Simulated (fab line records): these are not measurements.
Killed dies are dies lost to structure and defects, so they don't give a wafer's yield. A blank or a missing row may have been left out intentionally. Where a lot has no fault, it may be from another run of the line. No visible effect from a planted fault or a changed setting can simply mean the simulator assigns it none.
A single fault, viewed from 2 desks | flow nand_harc | what lay behind the numbers comes last; until then each desk has only its own

== THE METROLOGY DESK ==
Means of the sampled wafers that have a number, per lot and without regard to the tool the lot ran on: this is what the gauges read. Any lot whose mean is over 4 standard deviations away from the usual mean is out of limits and marked OUT; that distance is given in the brackets.
Columns: A = thk_nm at NHARC_A_ONON_D2_THK_MEAS_30, usual 1000 nm
lot  | first seen here | A
L932 | day 13 22:58    | 983
L933 | day 14 13:14    | 1000
L935 | day 14 20:07    | 1006
L937 | day 15 17:22    | 1501 (+54) OUT
L939 | day 16 05:06    | 1484 (+52) OUT
L946 | day 18 17:56    | 1005
L945 | day 18 17:56    | 1006
L947 | day 19 13:46    | 987
L948 | day 20 01:20    | 1008
L950 | day 21 03:27    | 1025
L951 | day 21 15:21    | 1003
L954 | day 22 01:26    | 1009
Finding of this desk: L937, L939 out of limits; the first was L937 at day 15 17:22, on thk_nm at NHARC_A_ONON_D2_THK_MEAS_30. In limits: L932, L933, L935, L946, L945, L947, L948, L950, L951, L954.

== THE DEFECT DESK ==
Per lot, the means of the sampled wafers with a number show what the inspections along the route counted. Any lot whose mean is over 4 standard deviations away from the usual mean is out of limits and marked OUT; that distance is given in the brackets.
Columns: A = raw_defect_count at NHARC_A_ONON_D2_INSPECT_32, usual 382
lot  | first seen here | A
L932 | day 13 23:40    | 391
L933 | day 14 13:46    | 757
L935 | day 14 20:38    | 287
L937 | day 15 17:54    | 155
L939 | day 16 05:44    | 218
L945 | day 18 18:29    | 463
L946 | day 18 18:35    | 359
L947 | day 19 14:19    | 480
L948 | day 20 02:04    | 295
L950 | day 21 03:59    | 320
L951 | day 21 15:53    | 234
L954 | day 22 01:59    | 368
This desk's verdict: no lot among the 12 shows anything out of limits.

== BROUGHT TOGETHER ==
Metrology desk: alarm possible at day 15 17:22 on L937, L939.
The defect desk saw nothing out of limits.
The defect desk has L937, L939 on record, within its limits.
All the named lots went through NHARC_A_ONON_D2_DEP_28 on pecvd_onon-02.

== WHAT THE SIMULATOR HAD INSERTED ==
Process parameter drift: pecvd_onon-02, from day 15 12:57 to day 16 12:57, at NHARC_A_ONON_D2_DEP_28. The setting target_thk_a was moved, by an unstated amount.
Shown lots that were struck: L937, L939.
Hours from the fault's start to each desk's first reading out of limits: the metrology desk, 4.
